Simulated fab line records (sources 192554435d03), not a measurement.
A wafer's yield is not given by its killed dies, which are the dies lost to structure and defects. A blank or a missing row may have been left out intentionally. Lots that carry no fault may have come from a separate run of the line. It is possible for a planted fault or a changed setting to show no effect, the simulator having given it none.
Chamber matching | flow n5 finfet | rie diel-03 running N5_BEOL_M0_SAQP_SPACER1_ETCHBACK_99: 4 sister chambers
The step etches SiO2 in CHF3/O2, target depth 15.4 nm, time 7.7 s. 7 wafers are shown with their chamber, then 8 later ones without.

EACH WAFER AND ITS CHAMBER
wafer  | chamber | showerhead plenum p Torr (Torr) | rf vpp V (V)
L080.3 | 3       | 2.47                            | 541
L087.4 | 2       | 2.29                            | 513
L087.5 | 2       | 2.29                            | 511
L087.6 | 1       | 2.36                            | 517
L088.1 | 3       | 2.46                            | 540
L088.6 | 0       | 2.52                            | 511
L090.2 | 0       | 2.52                            | 511

WAFERS WITHOUT THEIR CHAMBER
wafer  | showerhead plenum p Torr (Torr) | rf vpp V (V)
L090.3 | 2.46                            | 541
L090.4 | 2.35                            | 515
L094.1 | 2.29                            | 512
L094.2 | 2.46                            | 541
L094.5 | 2.46                            | 541
L097.2 | 2.52                            | 510
L097.3 | 2.46                            | 542
L097.4 | 2.52                            | 510

THE CHAMBER EACH PASSED THROUGH
wafer  | from the rows above | in truth
L090.3 | 3                   | 3
L090.4 | 1                   | 1
L094.1 | 2                   | 2
L094.2 | 3                   | 3
L094.5 | 3                   | 3
L097.2 | 0                   | 0
L097.3 | 3                   | 3
L097.4 | 0                   | 0
8 of 8 placed correctly. Number that these rows cannot place: 0. Wrongly placed: 0.
How it was worked out, from the rows above alone: a wafer's distance from a chamber is the root of the sum, over the readings, of the square of ((its reading less the chamber's mean) divided by the reading's scatter). If the next closest chamber is less than 2 further off than the closest, the wafer can't be placed; otherwise it belongs to the closest. The mean given for a chamber averages the wafers shown for that chamber. How the scatter is found: for the shown wafers, subtract from each reading the mean of its chamber, square and add these, divide the total by (wafers less chambers), then take the root.
